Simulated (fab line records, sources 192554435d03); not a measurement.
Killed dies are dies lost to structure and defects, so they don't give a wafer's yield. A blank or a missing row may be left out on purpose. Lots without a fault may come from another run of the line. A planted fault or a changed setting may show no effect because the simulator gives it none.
Chamber matching | flow n5_finfet | N5_BEOL_M2_CO_CAP_55 on cvd_co-01: 3 sister chambers
The step material Co, precursor CCTBA/H2, target thk 2 nm, time 102.1 s. 33 wafers are shown with their chamber, then 12 later ones without.

WAFERS WITH THEIR CHAMBER
wafer  | chamber | heater_power_w (W)
L074.2 | 2       | 212
L074.3 | 0       | 223
L074.5 | 0       | 221
L076.2 | 2       | 218
L076.3 | 0       | 222
L076.5 | 2       | 215
L078.1 | 2       | 207
L078.2 | 0       | 218
L078.6 | 0       | 221
L079.1 | 2       | 221
L079.2 | 0       | 218
L079.3 | 1       | 258
L079.4 | 0       | 217
L079.5 | 1       | 249
L079.6 | 2       | 219
L083.2 | 1       | 249
L083.5 | 1       | 243
L083.6 | 0       | 217
L084.1 | 0       | 222
L084.3 | 2       | 216
L084.4 | 0       | 217
L085.1 | 2       | 212
L085.2 | 1       | 251
L085.5 | 1       | 245
L087.2 | 1       | 253
L087.5 | 1       | 246
L087.6 | 2       | 220
L089.1 | 1       | 254
L089.2 | 2       | 217
L089.6 | 1       | 249
L090.2 | 2       | 222
L090.4 | 0       | 224
L090.6 | 1       | 247

SIGNATURES (means of the wafers above)
reading        | chamber 0 | chamber 1 | chamber 2 | scatter within a chamber
heater_power_w | 220.00    | 249.45    | 216.27    | 3.93
Rule: a wafer's distance from a chamber is the root of the sum, over the readings, of the square of ((its reading less the chamber's mean) divided by the reading's scatter). The wafer belongs to the nearest chamber; if the next one is less than 2 further off, it can't be placed. The scatter: the root of (the sum of the squares of (reading less its chamber's mean) over the shown wafers, divided by (wafers less chambers)).

WAFERS WITHOUT THEIR CHAMBER
wafer  | heater_power_w (W)
L092.3 | 222
L092.4 | 219
L092.5 | 219
L095.1 | 221
L095.4 | 218
L095.5 | 248
L097.1 | 219
L097.4 | 219
L097.6 | 219
L096.1 | 221
L096.4 | 254
L096.6 | 219

WHICH CHAMBER EACH WENT THROUGH
wafer  | from the rows above     | in truth
L092.3 | can't be placed: 0 or 2 | 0
L092.4 | can't be placed: 0 or 2 | 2
L092.5 | can't be placed: 0 or 2 | 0
L095.1 | can't be placed: 0 or 2 | 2
L095.4 | can't be placed: 2 or 0 | 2
L095.5 | 1                       | 1
L097.1 | can't be placed: 0 or 2 | 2
L097.4 | can't be placed: 0 or 2 | 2
L097.6 | can't be placed: 0 or 2 | 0
L096.1 | can't be placed: 0 or 2 | 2
L096.4 | 1                       | 1
L096.6 | can't be placed: 0 or 2 | 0
Placed correctly: 2 of 12. Can't be placed from these rows: 10 (the true chamber is among the candidates in 10). Placed wrongly: 0.
